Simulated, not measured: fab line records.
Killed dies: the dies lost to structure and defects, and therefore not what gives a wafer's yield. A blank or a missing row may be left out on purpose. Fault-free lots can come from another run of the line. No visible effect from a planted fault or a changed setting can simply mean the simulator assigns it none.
Comparing a struck lot with a sound one | flow nand-harc | 21 steps out of a route of 1302
Sound: wafers L779.2, L779.5, L779.6. The struck wafers were L796.1, L796.2, L796.6. Last of all comes the cause.
At each step with rows: each side's tool, then ch and its chambers, then its first start. Under that, the readings that differ: sound wafers | struck wafers | difference of the means | sigmas: that difference in standard deviations of wafers without a fault.
alike: words and numbers the same on both sides, and readings whose means are apart by under 2 such deviations; not compared: readings that were withheld, readings missing a value for some wafer, numbers with overlapping values and no deviation given by the record, and bounds like >300 which may hide the same value.
The two part at a step that has a row with sigmas, a row that says differs or no value, or rows on one side only. Numbers that have no deviation but don't overlap get no sigmas and don't part them. Lack of a reading on every wafer of one side parts them only where that side has two or more wafers.

NHARC_A_CONTACT_CMP_20: polishes, t overpolish 30 s, target thk 300 nm.
  sound on cmp-03 ch 0,1,3, day 22 22:11; struck on cmp-03 ch 1,3, day 30 10:01
  alike: motor-current-A, overpolish-run-s, time-to-endpoint-s
then, 1 step without rows for these wafers: NHARC_A_CONTACT_SRD_22.
NHARC_A_CONTACT_INSPECT_23:
  struck on defect-inspect-01, day 30 10:23; sound on defect-inspect-02, day 22 22:32
  alike: raw-defect-count
then, 8 steps without rows for these wafers: NHARC_A_BLC_DEHYDRATE_00 (time 120 s); NHARC_A_BLC_HMDS_01 (time 30 s); NHARC_A_BLC_COAT_02 (time 75 s); NHARC_A_BLC_COAT_03 (time 65 s); NHARC_A_BLC_COAT_04 (resist thk 90 nm); NHARC_A_BLC_SOFTBAKE_05 (time 55 s); NHARC_A_BLC_EBR_06; NHARC_A_BLC_EXPOSE_07 (exposes mask A BLC, target cd 100 nm).
NHARC_A_BLC_PEB_08: peb time 65 s.
  sound on litho-track-01 ch 0, day 22 22:58; struck on litho-track-04 ch 0, day 30 10:49
  alike: heater-power-total-W
then, 1 step without rows for these wafers: NHARC_A_BLC_DEVELOP_09 (develop time 35 s).
NHARC_A_BLC_CD_MEAS_10: the cd target is 100 nm.
  sound on cd-sem-03 ch 0, day 22 23:02; struck on cd-sem-02 ch 0, day 30 10:54
  reading    | sound             | struck            | difference | sigmas
  cd-nm (nm) | 101.5 100.5 100.7 | 118.4 119.5 118.3 | +17.8      | +24
NHARC_A_BLC_OVL_MEAS_11:
  struck on overlay-01, day 30 10:59; sound on overlay-01, day 22 23:08
  reading           | sound          | struck      | difference | sigmas
  overlay-y-nm (nm) | -0.6 -1.6 -1.3 | 0.8 0.1 0.5 | +1.6       | +2
  alike: overlay-x-nm
NHARC_A_BLC_INSPECT_12:
  struck on defect-inspect-01, day 30 11:02; sound on defect-inspect-02, day 22 23:10
  alike: raw-defect-count
NHARC_A_BLC_DESCUM_15: chemistry O2, time 3 s.
  sound on rie-diel-04 ch 2,3, day 22 23:13; struck on rie-diel-02 ch 0,2, day 30 11:06
  reading                | sound             | struck            | difference | sigmas
  model.A_BLC.cd-nm (nm) | 101.2 100.2 99.94 | 119.2 118.7 117.4 | +18.0      |
  alike: drypump-motor-current-A, oes-product-au, rf-vpp-V, showerhead-plenum-p-Torr, throttle-valve-pct
  not compared: rf-hours-counter-h
NHARC_A_BLC_ETCH_16: etches the open film in CF4, target depth 39 nm, time 65 s.
  sound on rie-diel-04 ch 0,1,2, day 22 23:20; struck on rie-diel-02 ch 0,1,3, day 30 11:11
  alike: drypump-motor-current-A, oes-product-au, rf-vpp-V, showerhead-plenum-p-Torr, throttle-valve-pct
  not compared: rf-hours-counter-h
NHARC_A_BLC_ETCH_17: etches the open film in N2/H2, target depth 390 nm, time 609.38 s.
  sound: rie-diel-04 ch 0,1,2; struck: rie-diel-02 ch 1,2
  alike: drypump-motor-current-A, oes-product-au, rf-vpp-V, showerhead-plenum-p-Torr, throttle-valve-pct
  not compared: rf-hours-counter-h
NHARC_A_BLC_ETCH_18: etches the open film in C4F8/O2/Ar, target depth 910 nm.
  sound: rie-diel-04 ch 1,2; struck: rie-diel-02 ch 0,1,3
  reading                | sound             | struck            | difference | sigmas
  model.A_BLC.cd-nm (nm) | 98.28 97.05 99.18 | 121.2 113.1 123.1 | +21.0      |
  alike: oes-product-au, rf-vpp-V
  not compared: rf-hours-counter-h
NHARC_A_BLC_CD_MEAS_19:
  struck on cd-sem-03, day 30 12:04; sound on cd-sem-03, day 23 00:11
  reading    | sound          | struck            | difference | sigmas
  cd-nm (nm) | 98.5 97.1 99.3 | 121.3 112.8 123.1 | +20.8      | +7

== WHERE THEY PART ==
Last at NHARC_A_BLC_CD_MEAS_19 as far as this record goes, first at NHARC_A_BLC_CD_MEAS_10.

WHY: what had been put in by the simulator
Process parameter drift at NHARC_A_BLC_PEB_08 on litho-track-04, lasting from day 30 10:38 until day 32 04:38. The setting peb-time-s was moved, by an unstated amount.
